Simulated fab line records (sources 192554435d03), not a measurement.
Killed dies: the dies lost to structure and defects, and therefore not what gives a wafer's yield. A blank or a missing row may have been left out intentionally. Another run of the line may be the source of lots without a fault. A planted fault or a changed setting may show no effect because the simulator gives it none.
Split-lot trial	flow n5 finfet	39 wafers read from 7 lots, route of 1938 steps

ABOUT THE SPLIT
At N5_BEOL_M10_DEP_56 (deposits SiCN from 3MS/NH3, target thk 15 nm, time 26.5 s), the setting target thk a was moved away from the recipe's 150 angstrom on 9 of the 39 wafers read, by -46.8% to +43.7%. All remaining wafers had this setting at the recipe value.

The reading is taken at the split's own step.

THE READING
SiCN_of_BEOL_M10_DEP_56.thk nm (the simulator's own value, which no gauge read), in nm, at N5_BEOL_M10_DEP_56 (deposits SiCN from 3MS/NH3, target thk 15 nm, time 26.5 s). There is no usual value for it anywhere in the file. Across the 30 wafers here that went through the recipe, the average is 15.0 nm and the standard deviation 0.26 nm.

wafer	tool, chamber at the split	target thk a as run, angstrom	against the recipe	SiCN_of_BEOL_M10_DEP_56.thk nm, nm	against lot-mates on the recipe
L079.1	pecvd-04, 0	150	recipe	15.4	-
L079.2	pecvd-04, 1,2,2,1	150	recipe	15.2	-
L079.3	pecvd-04, 1,2,2,1	150	recipe	15.2	-
L079.4	pecvd-04, 1,2,2,1	150	recipe	15.2	-
L079.6	pecvd-04, 1,2,2,1	150	recipe	15.2	-
L079.5	pecvd-04, 0	150	recipe	15.8	-
L081.1	pecvd-01, 0	150	recipe	14.6	-
L081.4	pecvd-01, 0	150	recipe	14.8	-
L081.6	pecvd-01, 2	150	recipe	15.2	-
L087.1	pecvd-03, 1	215.5	+43.7%	21	+6.1
L087.2	pecvd-03, 0	215.5	+43.7%	21.6	+6.7
L087.3	pecvd-03, 2,1	150	recipe	14.8	-
L087.6	pecvd-03, 2,1	150	recipe	14.8	-
L087.4	pecvd-03, 0	215.5	+43.7%	21.8	+6.9
L087.5	pecvd-03, 2	150	recipe	15.2	-
L089.1	pecvd-04, 2	150	recipe	14.8	-
L089.2	pecvd-04, 0,0,2	150	recipe	15	-
L089.4	pecvd-04, 0,0,2	150	recipe	15	-
L089.6	pecvd-04, 0,0,2	150	recipe	15	-
L089.3	pecvd-04, 1	150	recipe	14.6	-
L089.5	pecvd-04, 1	150	recipe	15.2	-
L088.1	pecvd-03, 2	150	recipe	15.2	-
L088.4	pecvd-03, 2	150	recipe	15.2	-
L088.2	pecvd-03, 1	125.9	-16.1%	12.4	-2.7
L088.3	pecvd-03, 0	125.9	-16.1%	12.8	-2.3
L088.6	pecvd-03, 0	125.9	-16.1%	12.8	-2.3
L088.5	pecvd-03, 1	150	recipe	15	-
L092.1	pecvd-03, 2,0	150	recipe	14.8	-
L092.2	pecvd-03, 2,0	150	recipe	14.8	-
L092.3	pecvd-03, 1	150	recipe	14.6	-
L092.4	pecvd-03, 0	150	recipe	15.2	-
L092.5	pecvd-03, 2,1	150	recipe	15	-
L092.6	pecvd-03, 2,1	150	recipe	15	-
L094.1	pecvd-03, 1,0,1	79.85	-46.8%	7.8	-7.3
L094.3	pecvd-03, 1,0,1	79.85	-46.8%	7.8	-7.3
L094.5	pecvd-03, 1,0,1	79.85	-46.8%	7.8	-7.3
L094.2	pecvd-03, 2	150	recipe	15	-
L094.4	pecvd-03, 0,2	150	recipe	15.2	-
L094.6	pecvd-03, 0,2	150	recipe	15.2	-
Rows listing several chambers each stand for several wafers; the file does not say which wafer went through which chamber.

FIT RESULTS
A straight line over all 39 wafers: SiCN_of_BEOL_M10_DEP_56.thk nm changes by +0.151 nm for each +1% of target thk a; r = +1.00; the points scatter about the line by 0.26 nm.
The same after taking each lot's own level away (the mean of its wafers on the recipe; 39 wafers): +0.153 nm for each +1%; r = +1.00; scatter 0.21 nm.
According to that fit, moving target thk a by its largest amount changes the reading by 7.2 nm.
Across the lots, their own levels run from 14.87 to 15.33 nm, a range of 1.8 times the standard deviation given above.
Hence the lot-to-lot level has little effect on the slope; both slopes agree.
Check: for one of the wafers moved furthest among these (-46.8%), held out of the fit, the line's prediction against its lot-mates is -7.17 nm. Against them it came out at -7.33 nm.

THESE WAFERS: OTHER SPLITS
Note: prior to the reading, these wafers also went through further splits. Each is held against what the fit with the lots' levels taken away leaves over:
other split on the same wafers	wafers away from the commonest value	r with SiCN_of_BEOL_M10_DEP_56.thk nm (lot level and that fit taken away)
N5_BEOL_M6_PECVD_70 time s	12	+0.15
N5_BEOL_M7_ILD_DEP_00 time s	9	-0.03

THE FILE'S OWN FIT
SiCN_of_BEOL_M10_DEP_56.thk nm changes by +0.153 nm for each +1% of target thk a, r = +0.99.
